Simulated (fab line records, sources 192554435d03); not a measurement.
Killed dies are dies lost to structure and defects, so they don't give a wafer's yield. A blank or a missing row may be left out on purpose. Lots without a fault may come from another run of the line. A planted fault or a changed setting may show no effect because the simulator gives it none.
Chamber matching | flow n5_finfet | N5_BEOL_M4_ETCH_70 on rie_diel-04: 4 sister chambers
The step etches SOC in N2/H2, target depth 80 nm, overetch 24 nm, time 130 s. 7 wafers are shown with their chamber, then 7 later ones without.

WAFERS WITH THEIR CHAMBER
wafer  | chamber | showerhead_plenum_p_Torr (Torr) | drypump_motor_current_A (A)
L080.5 | 0       | 2.51                            | 5.6
L084.3 | 1       | 2.51                            | 5.6
L084.6 | 1       | 2.51                            | 5.6
L087.5 | 2       | 2.71                            | 6.5
L087.6 | 3       | 2.41                            | 5.6
L090.1 | 3       | 2.40                            | 5.7
L090.3 | 2       | 2.70                            | 6.5

WAFERS WITHOUT THEIR CHAMBER
wafer  | showerhead_plenum_p_Torr (Torr) | drypump_motor_current_A (A)
L090.5 | 2.70                            | 6.6
L095.1 | 2.49                            | 5.6
L095.2 | 2.40                            | 5.6
L095.3 | 2.70                            | 6.5
L095.4 | 2.50                            | 5.6
L095.5 | 2.49                            | 5.6
L095.6 | 2.50                            | 5.6

WHICH CHAMBER EACH WENT THROUGH
wafer  | from the rows above     | in truth
L090.5 | 2                       | 2
L095.1 | can't be placed: 0 or 1 | 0
L095.2 | 3                       | 3
L095.3 | 2                       | 2
L095.4 | can't be placed: 0 or 1 | 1
L095.5 | can't be placed: 0 or 1 | 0
L095.6 | can't be placed: 0 or 1 | 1
Placed correctly: 3 of 7. Can't be placed from these rows: 4 (the true chamber is among the candidates in 4). Placed wrongly: 0.
How it was worked out, from the rows above alone: a wafer's distance from a chamber is the root of the sum, over the readings, of the square of ((its reading less the chamber's mean) divided by the reading's scatter). The wafer belongs to the nearest chamber; if the next one is less than 2 further off, it can't be placed. A chamber's mean is the mean of its shown wafers. The scatter: the root of (the sum of the squares of (reading less its chamber's mean) over the shown wafers, divided by (wafers less chambers)).
